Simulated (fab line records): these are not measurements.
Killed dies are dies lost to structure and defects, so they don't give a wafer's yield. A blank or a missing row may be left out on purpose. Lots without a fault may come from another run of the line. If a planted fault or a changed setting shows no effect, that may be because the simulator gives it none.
Lot-split experiment + flow n5_finfet + 7 lots, 39 wafers read, on a route of 1938 steps

SPLIT DETAILS
At N5_BEOL_M10_TRENCH_ETCH_37 (etches SiCOH lowk in C4F6/O2, target depth 148.83 nm, time 48 s), the setting time_s was moved away from the recipe's 48 s on 18 of the 39 wafers read, by -55.9% to +53.3%. The other wafers ran this setting at the recipe's value.

FROM THE SPLIT TO THE READING: what the file shows between them, 8 steps
- N5_BEOL_M10_ETCH_41: etches SiCN in CH3F/O2, target depth 42.6 nm, time 86 s
- N5_BEOL_M10_STRIP_77: strips in N2/H2, time 10 s
- N5_BEOL_M10_OCD_MEAS_38
- N5_BEOL_M10_HM_STRIP_39: strips TiN in peroxide tin strip, target depth 25 nm, time 158 s
- N5_BEOL_M10_SRD_40: time 30 s
- N5_BEOL_M10_ECD_50: material Cu, target thk 318 nm
- N5_BEOL_M10_ANNEAL_51: time 90 s
- N5_BEOL_M10_CMP_52: polishes, stops on SiCOH lowk, t overpolish 7 s, target thk 140 nm

THE READING
M10_THK, in nm, at N5_BEOL_M10_THK_MEAS_53 (measures by xrf). A value of 144 nm with a standard deviation of 3.3 nm is what fault-free wafers of this fab line usually give.

| wafer  | tool, chamber at the split | time_s as run, s | against the recipe | M10_THK, nm | against lot-mates on the recipe |
|--------|----------------------------|------------------|--------------------|-------------|---------------------------------|
| L074.1 | rie_diel-04, 0             | 28.49            | -40.6%             | 83          | -60                             |
| L074.2 | rie_diel-04, 1             | 28.49            | -40.6%             | 84          | -59                             |
| L074.3 | rie_diel-04, 3             | 48               | recipe             | 143         | -                               |
| L074.4 | rie_diel-04, 2             | 48               | recipe             | 144         | -                               |
| L074.5 | rie_diel-04, 1             | 28.49            | -40.6%             | 84          | -59                             |
| L074.6 | rie_diel-04, 2             | 48               | recipe             | 143         | -                               |
| L077.1 | rie_diel-03, 2             | 48               | recipe             | 143         | -                               |
| L077.2 | rie_diel-03, 1             | 48               | recipe             | 145         | -                               |
| L077.3 | rie_diel-03, 3             | 48               | recipe             | 138         | -                               |
| L077.4 | rie_diel-03, 0             | 35.46            | -26.1%             | 101         | -41                             |
| L077.5 | rie_diel-03, 1             | 35.46            | -26.1%             | 107         | -35                             |
| L077.6 | rie_diel-03, 2             | 35.46            | -26.1%             | 104         | -38                             |
| L078.1 | rie_diel-03, 0             | 48               | recipe             | 141         | -                               |
| L078.2 | rie_diel-03, 1             | 48               | recipe             | 147         | -                               |
| L078.3 | rie_diel-03, 3             | 39.29            | -18.1%             | 112         | -31                             |
| L078.4 | rie_diel-03, 2             | 48               | recipe             | 142         | -                               |
| L078.5 | rie_diel-03, 3             | 39.29            | -18.1%             | 112         | -31                             |
| L078.6 | rie_diel-03, 0             | 39.29            | -18.1%             | 113         | -30                             |
| L079.1 | rie_diel-04, 0             | 48               | recipe             | 146         | -                               |
| L079.2 | rie_diel-04, 3             | 48               | recipe             | 143         | -                               |
| L079.5 | rie_diel-04, 3             | 48               | recipe             | 144         | -                               |
| L086.1 | rie_diel-01, 2             | 73.57            | +53.3%             | 234         | +87                             |
| L086.2 | rie_diel-01, 0             | 48               | recipe             | 148         | -                               |
| L086.3 | rie_diel-01, 3             | 48               | recipe             | 145         | -                               |
| L086.4 | rie_diel-01, 1             | 48               | recipe             | 149         | -                               |
| L086.5 | rie_diel-01, 0             | 73.57            | +53.3%             | 232         | +85                             |
| L086.6 | rie_diel-01, 3             | 73.57            | +53.3%             | 231         | +84                             |
| L092.1 | rie_diel-01, 1             | 66.09            | +37.7%             | 204         | +60                             |
| L092.2 | rie_diel-01, 0             | 66.09            | +37.7%             | 202         | +58                             |
| L092.3 | rie_diel-01, 2             | 48               | recipe             | 144         | -                               |
| L092.4 | rie_diel-01, 3             | 48               | recipe             | 144         | -                               |
| L092.5 | rie_diel-01, 2             | 48               | recipe             | 145         | -                               |
| L092.6 | rie_diel-01, 1             | 66.09            | +37.7%             | 204         | +60                             |
| L094.1 | rie_diel-03, 1             | 21.19            | -55.9%             | 59          | -82                             |
| L094.2 | rie_diel-03, 3             | 48               | recipe             | 138         | -                               |
| L094.3 | rie_diel-03, 2             | 48               | recipe             | 141         | -                               |
| L094.4 | rie_diel-03, 0             | 21.19            | -55.9%             | 57          | -84                             |
| L094.5 | rie_diel-03, 1             | 48               | recipe             | 144         | -                               |
| L094.6 | rie_diel-03, 0             | 21.19            | -55.9%             | 56          | -85                             |

THE FIT
A straight line over all 39 wafers: M10_THK changes by +1.58 nm for each +1% of time_s; r = +1.00; the points scatter about the line by 2.9 nm.
The same after taking each lot's own level away (the mean of its wafers on the recipe; 39 wafers): +1.54 nm for each +1%; r = +1.00; scatter 2.4 nm.
The reading moves by 86 nm for the largest change in time_s, on that fit.
The lots' own levels span 141.0 to 147.3 nm, that is 1.9 times the standard deviation above.
Consequently the slope shifts little with the lot-to-lot level, the two slopes agreeing.
Check: with one of the wafers moved furthest among these (-55.9%) left out of the fit, the line predicts -85.7 nm for it against its lot-mates. Against them it came out at -82 nm.

THE WHOLE CHAIN: every reading that the file lists as answering this split, in the file's order
| step                       | what it does                                                       | reading                                                                           | change (the file's fit)                                                              | r (the file's) |
|----------------------------|--------------------------------------------------------------------|-----------------------------------------------------------------------------------|--------------------------------------------------------------------------------------|----------------|
| N5_BEOL_M10_TRENCH_ETCH_37 | etches SiCOH lowk in C4F6/O2, target depth 148.83 nm, time 48 s    | etch.depth_nm (the simulator's own value, which no gauge read)                    | +1.5 nm for each +1% of the setting                                                  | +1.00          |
| N5_BEOL_M10_TRENCH_ETCH_37 | etches SiCOH lowk in C4F6/O2, target depth 148.83 nm, time 48 s    | BEOL_M10.feature_depth_nm (the simulator's own value, which no gauge read)        | +1.5 nm for each +1% of the setting                                                  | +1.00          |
| N5_BEOL_M10_TRENCH_ETCH_37 | etches SiCOH lowk in C4F6/O2, target depth 148.83 nm, time 48 s    | TiN_of_BEOL_M10_HM_DEP_02.thk_nm (the simulator's own value, which no gauge read) | -0.042 nm for each +1% of the setting                                                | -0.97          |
| N5_BEOL_M10_OCD_MEAS_38    |                                                                    | trench_depth_nm                                                                   | +1.5 nm for each +1% of the setting                                                  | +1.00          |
| N5_BEOL_M10_CMP_52         | polishes, stops on SiCOH lowk, t overpolish 7 s, target thk 140 nm | Cu_of_BEOL_M10_ECD_50.thk_nm (the simulator's own value, which no gauge read)     | +1.49 nm for each +1% of the setting                                                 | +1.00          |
| N5_BEOL_M10_THK_MEAS_53    | measures by xrf                                                    | M10_THK                                                                           | +1.53 for each +1% of the setting                                                    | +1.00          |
| N5_BEOL_M10_RS_MEAS_57     | measures by four-point-probe                                       | M10_RS                                                                            | not straight: 0.442 at the lowest setting, 0.151 at the recipe, 0.090 at the highest | not given      |

THE FILE'S OWN FIT
M10_THK changes by +1.53 nm for each +1% of time_s, r = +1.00.
